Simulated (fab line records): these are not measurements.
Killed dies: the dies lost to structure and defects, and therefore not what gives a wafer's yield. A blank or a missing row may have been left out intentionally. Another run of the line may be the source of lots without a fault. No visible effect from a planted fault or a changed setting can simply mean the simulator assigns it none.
Chamber matching + flow n5Finfet + rieDiel-01 running N5_FIN_SAQP_STRIP_77: 4 sister chambers
The step strips in N2/H2, time 90 s. 4 wafers are shown with their chamber, then 7 later ones without.

== WAFERS, EACH WITH ITS CHAMBER ==
| wafer  | chamber | showerheadPlenumPTorr (Torr) |
|--------|---------|------------------------------|
| L084.2 | 0       | 3.52                         |
| L084.5 | 3       | 3.35                         |
| L090.1 | 1       | 3.22                         |
| L090.3 | 2       | 3.37                         |

== WAFERS WITH NO CHAMBER GIVEN ==
| wafer  | showerheadPlenumPTorr (Torr) |
|--------|------------------------------|
| L090.4 | 3.51                         |
| L092.1 | 3.34                         |
| L092.4 | 3.22                         |
| L092.6 | 3.34                         |
| L093.1 | 3.34                         |
| L093.2 | 3.37                         |
| L093.4 | 3.22                         |

== WHICH CHAMBER EACH WENT THROUGH ==
| wafer  | from the rows above | in truth |
|--------|---------------------|----------|
| L090.4 | 0                   | 0        |
| L092.1 | 3                   | 3        |
| L092.4 | 1                   | 1        |
| L092.6 | 3                   | 3        |
| L093.1 | 3                   | 3        |
| L093.2 | 2                   | 2        |
| L093.4 | 1                   | 1        |
Correct placement for 7 of the 7. Can't be placed from these rows: 0. Placed wrongly: 0.
How it was worked out, from the rows above alone: a wafer's distance from a chamber is the root of the sum, over the readings, of the square of ((its reading less the chamber's mean) divided by the reading's scatter). If the next closest chamber is less than 2 further off than the closest, the wafer can't be placed; otherwise it belongs to the closest. Each chamber's mean is taken over the wafers shown for it. The scatter: root of mean squared gap, hidden wafer to nearest shown wafer, with one shown wafer a chamber.
